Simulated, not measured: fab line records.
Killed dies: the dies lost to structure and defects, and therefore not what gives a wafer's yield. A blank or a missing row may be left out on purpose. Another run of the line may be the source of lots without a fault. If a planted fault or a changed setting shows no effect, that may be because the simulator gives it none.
What tool caused it?	flow n5_finfet	14 lots, 42 wafers sampled, at 5 steps of a route of 1938

WHAT EACH GAUGE READ, for each wafer
N5_BEOL_M4_RC_MEAS_101. Usual: CHAIN_V0_max_site 244 ohm/link, standard deviation 8.7; DIBL_N 36.3 mV/V, standard deviation 1.2; DIBL_P 36.7 mV/V, standard deviation 1.5; IOFF_N 0.164 nA/um, standard deviation 0.02; IOFF_P 0.214 nA/um, standard deviation 0.024; ION_N 673 uA/um, standard deviation 8.5; ION_P 461 uA/um, standard deviation 5.9; SS_N 71.6 mV/dec, standard deviation 0.44; SS_P 73.3 mV/dec, standard deviation 0.55; VT_N 249.4 mV, standard deviation 2.4; VT_P -250.0 mV, standard deviation 2.3.
lot	measured	on	CHAIN_V0_max_site (ohm/link)	DIBL_N (mV/V)	DIBL_P (mV/V)	IOFF_N (nA/um)	IOFF_P (nA/um)	ION_N (uA/um)	ION_P (uA/um)	SS_N (mV/dec)	SS_P (mV/dec)	VT_N (mV)	VT_P (mV)	flag
L108	day 7 14:05	prober-01	248 238 248	36.3 35.6 36.4	35.8 34.9 35.2	0.162 0.149 0.160	0.194 0.182 0.188	674 654 655	458 449 453	71.9 71.7 71.4	73.4 73.3 74.0	249.4 250.6 249.2	-251.8 -255.3 -251.0	
L109	day 8 04:02	prober-02	259 245 244	36.6 36.5 37.0	35.3 34.2 35.8	0.157 0.150 0.172	0.211 0.201 0.227	666 667 672	463 459 464	71.3 72.1 71.7	72.8 73.1 73.0	249.4 252.6 248.8	-248.3 -251.7 -248.0	
L111	day 8 06:36	prober-02	~588 ~588 ~588	37.0 35.4 34.7	37.7 36.0 35.2	0.187 0.150 0.138	0.214 0.183 0.173	688 673 665	461 456 456	72.5 71.9 71.7	73.3 73.1 72.8	246.9 251.1 250.6	-248.0 -253.8 -253.1	OFF
L112	day 8 20:59	prober-01	~588 ~588 ~588	36.0 36.0 36.9	36.0 35.6 37.8	0.149 0.144 0.173	0.187 0.178 0.210	658 661 673	446 452 458	71.7 71.4 72.4	73.1 73.0 73.6	253.4 253.4 250.8	-250.9 -251.6 -251.3	OFF
L116	day 10 18:01	prober-01	255 236 246	36.1 35.7 37.2	37.7 37.2 39.5	0.172 0.164 0.199	0.219 0.210 0.248	683 677 689	464 464 465	71.6 72.1 72.6	73.4 73.6 75.0	248.2 248.6 244.6	-248.6 -251.2 -247.5	
L121	day 11 14:11	prober-02	231 243 247	36.5 37.9 38.2	37.6 39.0 39.6	0.160 0.177 0.188	0.190 0.217 0.213	662 671 659	452 462 452	71.1 71.5 72.3	73.3 73.3 73.2	250.8 249.7 244.9	-252.2 -253.4 -249.8	
L122	day 11 14:03	prober-01	237 243 247	37.2 36.6 36.7	36.8 36.3 36.4	0.174 0.165 0.160	0.223 0.218 0.224	675 671 678	460 460 467	72.2 71.4 72.6	73.9 73.3 73.4	251.4 248.3 253.3	-249.7 -249.7 -249.6	
L123	day 11 19:55	prober-02	243 228 249	36.7 35.7 34.9	37.1 36.7 35.7	0.162 0.147 0.131	0.224 0.218 0.195	672 673 666	470 466 462	71.6 71.1 71.6	73.3 73.3 73.3	249.7 252.8 253.9	-247.1 -246.9 -247.2	
L124	day 12 05:11	prober-02	248 237 223	36.0 34.2 35.2	36.7 33.7 34.7	0.159 0.129 0.141	0.232 0.190 0.192	679 669 663	466 463 457	72.1 71.5 71.1	73.3 72.7 72.7	249.3 251.4 250.4	-248.2 -248.6 -251.4	
L126	day 12 16:58	prober-01	223 243 244	33.7 32.4 34.8	35.5 33.5 36.5	0.131 0.114 0.151	0.181 0.160 0.200	664 662 660	458 455 454	71.2 71.1 70.9	72.7 72.2 73.3	252.4 254.5 249.7	-252.3 -253.9 -249.8	
L125	day 12 18:50	prober-02	238 236 234	35.7 35.6 35.6	36.6 36.9 36.2	0.176 0.173 0.174	0.214 0.209 0.202	678 675 682	460 461 459	71.9 72.3 72.5	73.4 73.1 73.6	248.0 249.2 247.9	-253.1 -250.9 -251.1	
L127	day 12 22:29	prober-01	253 249 240	36.5 35.7 34.4	36.7 35.6 34.3	0.186 0.168 0.150	0.219 0.209 0.187	677 691 681	459 464 463	71.7 71.4 71.3	73.8 73.6 73.1	248.8 247.4 251.1	-249.0 -251.4 -252.3	
L128	day 12 22:19	prober-02	241 246 233	38.6 36.9 39.0	37.3 36.2 37.4	0.201 0.162 0.196	0.240 0.213 0.229	679 664 666	465 454 460	71.2 70.9 71.8	73.5 73.0 73.7	245.6 249.2 246.6	-246.5 -248.0 -249.1	
L131	day 13 19:11	prober-02	249 233 239	36.3 36.1 38.6	38.1 38.3 40.1	0.159 0.160 0.200	0.214 0.214 0.258	680 672 682	465 465 469	71.2 71.2 72.3	73.8 73.3 74.7	251.0 251.5 247.2	-251.5 -250.7 -249.7	

N5_BEOL_M5_THK_MEAS_01. Usual: for M5_ILD_THK the level is 120.8 nm and the standard deviation is 1.4.
lot	measured	on	M5_ILD_THK (nm)	flag
L108	day 7 15:38	film_metro-02	119.9 120.2 121.5	
L109	day 8 05:26	film_metro-01	119.5 121.9 121.4	
L111	day 8 08:09	film_metro-02	118.8 120.9 121.3	
L112	day 8 22:32	film_metro-01	119.8 119.3 120.1	
L116	day 10 19:14	film_metro-02	120.2 123.9 123.2	
L121	day 11 15:46	film_metro-02	119.4 119.3 122.3	
L122	day 11 15:17	film_metro-02	120.4 122.7 123.1	
L123	day 11 21:27	film_metro-01	118.7 118.7 120.4	
L124	day 12 06:43	film_metro-01	119.3 120.6 118.5	
L126	day 12 18:30	film_metro-02	119.9 121.7 121.1	
L125	day 12 20:23	film_metro-01	120.8 120.1 121.1	
L127	day 13 00:18	film_metro-02	121.0 120.8 122.0	
L128	day 12 23:42	film_metro-01	118.9 118.8 121.6	
L131	day 13 20:44	film_metro-02	118.3 118.1 120.4	

WHICH TOOL RAN EACH LOT (tool, then ch and the chambers of the sampled wafers, then the start)
lot	N5_BEOL_M1_ETCH_70	N5_BEOL_M4_SPUTTER_90	N5_BEOL_M4_ANNEAL_93
L108	rie_diel-05 ch 0,2, day 6 03:37	pvd_sputter-02, day 7 12:01	pvd_sputter-02, day 7 12:19
L109	rie_diel-05 ch 1,2, day 6 18:42	pvd_sputter-02, day 8 01:50	pvd_sputter-02, day 8 02:08
L111	rie_diel-05 ch 0,1, day 6 21:41	pvd_sputter-02, day 8 04:48	pvd_sputter-02, day 8 05:06
L112	rie_diel-05 ch 1,2,3, day 7 09:53	pvd_sputter-02, day 8 19:14	pvd_sputter-02, day 8 19:32
L116	rie_diel-06 ch 2,3, day 9 07:29	pvd_sputter-03, day 10 15:39	pvd_sputter-03, day 10 15:57
L121	rie_diel-06 ch 0,1,3, day 9 18:29	pvd_sputter-01, day 11 12:03	pvd_sputter-01, day 11 12:21
L122	rie_diel-02 ch 0,1,3, day 10 01:05	pvd_sputter-03, day 11 11:59	pvd_sputter-03, day 11 12:17
L123	rie_diel-02 ch 1,3, day 10 04:50	pvd_sputter-01, day 11 18:10	pvd_sputter-01, day 11 18:28
L124	rie_diel-02 ch 0,1,3, day 10 16:08	pvd_sputter-03, day 12 03:14	pvd_sputter-03, day 12 03:32
L126	rie_diel-02 ch 0,2,3, day 11 01:37	pvd_sputter-03, day 12 15:09	pvd_sputter-03, day 12 15:27
L125	rie_diel-05 ch 0,1,2, day 11 06:41	pvd_sputter-03, day 12 16:59	pvd_sputter-03, day 12 17:17
L127	rie_diel-05 ch 1,2, day 11 07:04	pvd_sputter-01, day 12 20:32	pvd_sputter-01, day 12 20:50
L128	rie_diel-02 ch 0,3, day 11 12:14	pvd_sputter-02, day 12 20:25	pvd_sputter-02, day 12 20:43
L131	rie_diel-06 ch 1,2,3, day 12 05:40	pvd_sputter-02, day 13 16:46	pvd_sputter-02, day 13 17:04
- N5_BEOL_M1_ETCH_70: etches SOC in N2/H2, target depth 80 nm, overetch 16 nm, time 120 s.
- N5_BEOL_M4_SPUTTER_90: material Cu, target thk 4.5 nm, time 8.29 s.
- N5_BEOL_M4_ANNEAL_93: time 240 s.

AS READ BY THE TOOLS THEMSELVES (means over the sampled wafers that have a number; for cases with no such wafer, the mark the record gives instead)
N5_BEOL_M1_ETCH_70. Usual: drypump_motor_current_A 5.7 A, standard deviation 0.5; oes_product_au 0.61 a.u., standard deviation 0.058; rf_vpp_V 524.5 V, standard deviation 2.6; showerhead_plenum_p_Torr 2.57 Torr, standard deviation 0.095; throttle_valve_pct 17.87 %, standard deviation 0.24.
lot	tool	drypump_motor_current_A (A)	oes_product_au (a.u.)	rf_vpp_V (V)	showerhead_plenum_p_Torr (Torr)	throttle_valve_pct (%)	flag
L108	rie_diel-05	5.5	0.56	522.8	2.53	18.09	
L109	rie_diel-05	5.5	0.58	524.4	2.58	18.17	
L111	rie_diel-05	5.7	0.53	524.2	2.56	17.94	
L112	rie_diel-05	5.6	0.54	522.6	2.53	18.15	
L116	rie_diel-06	6.6	0.62	523.3	2.49	17.78	
L121	rie_diel-06	6.0	0.61	522.0	2.50	17.75	
L122	rie_diel-02	5.8	0.64	527.3	2.65	17.83	
L123	rie_diel-02	5.9	0.61	526.2	2.63	17.84	
L124	rie_diel-02	5.7	0.64	526.1	2.65	17.84	
L126	rie_diel-02	5.6	0.65	525.0	2.59	17.70	
L125	rie_diel-05	5.6	0.60	524.9	2.55	17.95	
L127	rie_diel-05	5.5	0.56	523.4	2.56	18.22	
L128	rie_diel-02	5.6	0.67	527.1	2.66	17.83	
L131	rie_diel-06	6.2	0.58	521.5	2.47	17.86	

N5_BEOL_M4_SPUTTER_90. Usual: substrate_temp_c -19.99 C, standard deviation 0.11; throttle_valve_pct 29.6 %, standard deviation 0.97.
lot	tool	substrate_temp_c (C)	throttle_valve_pct (%)	flag
L108	pvd_sputter-02	-19.97	29.7	
L109	pvd_sputter-02	-20.02	29.6	
L111	pvd_sputter-02	-19.97	29.5	
L112	pvd_sputter-02	-19.91	29.7	
L116	pvd_sputter-03	-20.00	28.9	
L121	pvd_sputter-01	-19.94	29.7	
L122	pvd_sputter-03	-20.14	29.1	
L123	pvd_sputter-01	-20.08	30.3	
L124	pvd_sputter-03	-19.96	29.5	
L126	pvd_sputter-03	-19.94	28.9	
L125	pvd_sputter-03	-19.96	30.8	
L127	pvd_sputter-01	-19.98	29.9	
L128	pvd_sputter-02	-20.02	29.9	
L131	pvd_sputter-02	-19.90	29.1	

N5_BEOL_M4_ANNEAL_93. Usual: heater_power_w 819 W, standard deviation 61; susceptor_temp_C_max 401.0, standard deviation 0.44.
lot	tool	heater_power_w (W)	susceptor_temp_C_max	flag
L108	pvd_sputter-02	845	400.5	
L109	pvd_sputter-02	864	401.2	
L111	pvd_sputter-02	832	400.7	
L112	pvd_sputter-02	836	400.6	
L116	pvd_sputter-03	788	401.1	
L121	pvd_sputter-01	773	401.3	
L122	pvd_sputter-03	792	401.2	
L123	pvd_sputter-01	816	401.2	
L124	pvd_sputter-03	813	401.2	
L126	pvd_sputter-03	793	401.0	
L125	pvd_sputter-03	815	401.3	
L127	pvd_sputter-01	753	401.0	
L128	pvd_sputter-02	831	400.7	
L131	pvd_sputter-02	850	400.8	

THE ANSWER, worked out from the rows above alone
Rule: lot off if the mean of its wafers having a number is beyond 3 standard deviations from the usual mean. Also off: a lot with no number at a reading for which 4 or more lots have one. The other lots that the step has rows for count as sound. Order of review: gauges by route order, followed by the tools' own readings, for which a lot's mean as printed above is used. At the first step where some lot is off, the reading lying furthest off is the one used; lots without a number count as furthest.
Off: L111, L112, seen at N5_BEOL_M4_RC_MEAS_101 (CHAIN_V0_max_site). Without a number there: L111, L112.
If a tool, at a process step before that reading, ran all the lots that are off and no sound lot after the first of them, it fits. Gauges at N5_BEOL_M4_RC_MEAS_101: tried the same way as those tools. Not one of the candidates tried fits.

WHAT THE SIMULATOR PUT IN
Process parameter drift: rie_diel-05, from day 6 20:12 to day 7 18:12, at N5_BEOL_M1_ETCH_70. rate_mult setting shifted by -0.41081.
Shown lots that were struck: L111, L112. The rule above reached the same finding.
